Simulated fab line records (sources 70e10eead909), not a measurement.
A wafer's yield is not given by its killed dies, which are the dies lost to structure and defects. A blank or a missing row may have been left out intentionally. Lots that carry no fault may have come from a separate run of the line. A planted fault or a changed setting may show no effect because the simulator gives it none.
Chamber matching -- flow nand_harc -- 4 sister chambers for NHARC_A_ZERO_WELL_DESCUM_12 on rie_diel-08
The step chemistry O2, time 3 s. 4 wafers are shown with their chamber, then 8 later ones without.

EACH WAFER AND ITS CHAMBER
wafer,chamber,oes_product_au (a.u.)
L867.3,3,1.002
L867.5,2,0.990
L867.6,1,1.010
L875.1,0,1.000

WAFERS WITHOUT THEIR CHAMBER
wafer,oes_product_au (a.u.)
L875.3,0.982
L875.6,1.010
L879.1,1.016
L879.4,1.011
L879.6,0.996
L882.1,0.993
L882.2,0.986
L882.6,0.991

WHICH CHAMBER EACH ONE RAN IN
wafer,from the rows above,in truth
L875.3,2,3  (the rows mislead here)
L875.6,can't be placed: 1 or 3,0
L879.1,can't be placed: 1 or 3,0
L879.4,can't be placed: 1 or 3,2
L879.6,can't be placed: 0 or 2 or 3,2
L882.1,can't be placed: 2 or 0 or 3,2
L882.2,2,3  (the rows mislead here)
L882.6,can't be placed: 2 or 0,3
Correct placement for 0 of the 8. Unplaceable from these rows: 6, with the true chamber sitting among the candidates in 2. 2 placed wrongly.
How it was worked out, from the rows above alone: a wafer's distance from a chamber is the root of the sum, over the readings, of the square of ((its reading less the chamber's mean) divided by the reading's scatter). The wafer belongs to the nearest chamber; if the next one is less than 2 further off, it can't be placed. A chamber's mean is the mean of its shown wafers. The scatter: with one shown wafer a chamber, the root of the mean of the squares of how far each hidden wafer lies from its nearest shown one.
